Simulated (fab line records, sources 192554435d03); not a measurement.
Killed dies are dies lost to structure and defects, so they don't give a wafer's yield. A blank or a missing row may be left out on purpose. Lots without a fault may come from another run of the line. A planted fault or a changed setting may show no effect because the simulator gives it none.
Chamber matching | flow n5_finfet | N5_BEOL_M4_STRIP_19 on rie_diel-03: 4 sister chambers
The step strips in O2. 8 wafers are shown with their chamber, then 9 later ones without.

WAFERS WITH THEIR CHAMBER
wafer  | chamber | drypump_motor_current_A (A) | throttle_valve_pct (%)
L084.2 | 3       | 5.4                         | 16.40
L084.4 | 0       | 5.7                         | 16.94
L094.3 | 1       | 5.9                         | 16.91
L094.4 | 2       | 5.1                         | 16.76
L094.5 | 0       | 5.7                         | 16.50
L089.3 | 1       | 5.8                         | 16.93
L089.5 | 3       | 5.4                         | 16.46
L089.6 | 2       | 5.1                         | 16.77

WAFERS WITHOUT THEIR CHAMBER
wafer  | drypump_motor_current_A (A) | throttle_valve_pct (%)
L090.1 | 5.9                         | 16.91
L090.3 | 5.1                         | 16.77
L090.6 | 5.8                         | 16.91
L093.2 | 5.6                         | 16.51
L093.3 | 5.4                         | 16.46
L093.6 | 5.1                         | 16.76
L096.1 | 5.9                         | 16.92
L096.4 | 5.1                         | 16.75
L096.5 | 5.1                         | 16.75

WHICH CHAMBER EACH WENT THROUGH
wafer  | from the rows above     | in truth
L090.1 | 1                       | 1
L090.3 | 2                       | 2
L090.6 | can't be placed: 1 or 0 | 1
L093.2 | 0                       | 0
L093.3 | 3                       | 3
L093.6 | 2                       | 2
L096.1 | 1                       | 1
L096.4 | 2                       | 2
L096.5 | 2                       | 2
Placed correctly: 8 of 9. Can't be placed from these rows: 1 (the true chamber is among the candidates in 1). Placed wrongly: 0.
How it was worked out, from the rows above alone: a wafer's distance from a chamber is the root of the sum, over the readings, of the square of ((its reading less the chamber's mean) divided by the reading's scatter). The wafer belongs to the nearest chamber; if the next one is less than 2 further off, it can't be placed. A chamber's mean is the mean of its shown wafers. The scatter: the root of (the sum of the squares of (reading less its chamber's mean) over the shown wafers, divided by (wafers less chambers)).
